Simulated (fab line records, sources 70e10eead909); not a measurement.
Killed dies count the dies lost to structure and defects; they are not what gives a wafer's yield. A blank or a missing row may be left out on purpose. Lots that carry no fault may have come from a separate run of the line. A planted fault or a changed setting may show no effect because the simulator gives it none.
The tool behind it: which one? -- flow nandHarc -- 21 wafers from 7 lots sampled at 2 of the route's 1302 steps

WHAT THE GAUGES SHOWED, per wafer
NHARC_A_ONON_D2_THK_MEAS_18: measures by ellipsometry.
lot,measured,on,thkNm (nm)
L481,day 13 18:04,filmMetro-01,995 996 998
L484,day 14 22:39,filmMetro-01,1010 1011 1011
L491,day 17 13:41,filmMetro-02,708 708 708
L495,day 19 20:38,filmMetro-01,1005 1001 1002
L498,day 20 23:21,filmMetro-01,998 997 999
L500,day 21 20:22,filmMetro-02,1013 1010 1011
L502,day 22 10:33,filmMetro-02,995 996 997

WHAT TOOL EACH LOT RAN ON (gives the tool, then ch and the chambers of the sampled wafers, and finally the start)
lot,NHARC_A_ONON_D2_DEP_16
L481,"pecvdOnon-04 ch 0, day 13 17:37"
L484,"pecvdOnon-01 ch 0, day 14 22:12"
L491,"pecvdOnon-01 ch 0, day 17 13:10"
L495,"pecvdOnon-02 ch 0, day 19 20:08"
L498,"pecvdOnon-02 ch 0, day 20 22:54"
L500,"pecvdOnon-02 ch 0, day 21 19:52"
L502,"pecvdOnon-04 ch 0, day 22 10:06"
- NHARC_A_ONON_D2_DEP_16: target thk 1000 nm.

THE ANSWER, worked out from the rows above alone
Rule: the usual values come from the lots themselves. The widest of any qualifying gaps counts: lots, ordered by their means at a reading, are off when they make up no more than a third of the lots, leave a main group of 4 or more, and stand apart from it by 3 or more times the standard deviation of that group's means. If all means in a main group match to the digits the tables above print for the reading, that group is not used. A lot without any number at a reading at which 4 lots or more have one is off too. Where the step has rows for the other lots, those lots are counted as sound.
Off: L491 (NHARC_A_ONON_D2_THK_MEAS_18, thkNm). Mean 1002 nm and standard deviation 6.4 in the main group.
A tool fits if, at a process step before that reading, it ran every lot that is off, and no sound lot after the first of them. The gauges at NHARC_A_ONON_D2_THK_MEAS_18 are tried like those tools. One fits: NHARC_A_ONON_D2_DEP_16 on pecvdOnon-01. A fault onset in the window from L484 (day 14 22:12, its last sound lot) to L491 (day 17 13:10, its first lot off) fits.

WHAT THE SIMULATOR PUT IN
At NHARC_A_ONON_D2_DEP_16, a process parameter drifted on pecvdOnon-01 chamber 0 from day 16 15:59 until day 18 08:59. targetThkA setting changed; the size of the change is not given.
Shown lots that were struck: L491. Same finding as the rule above.
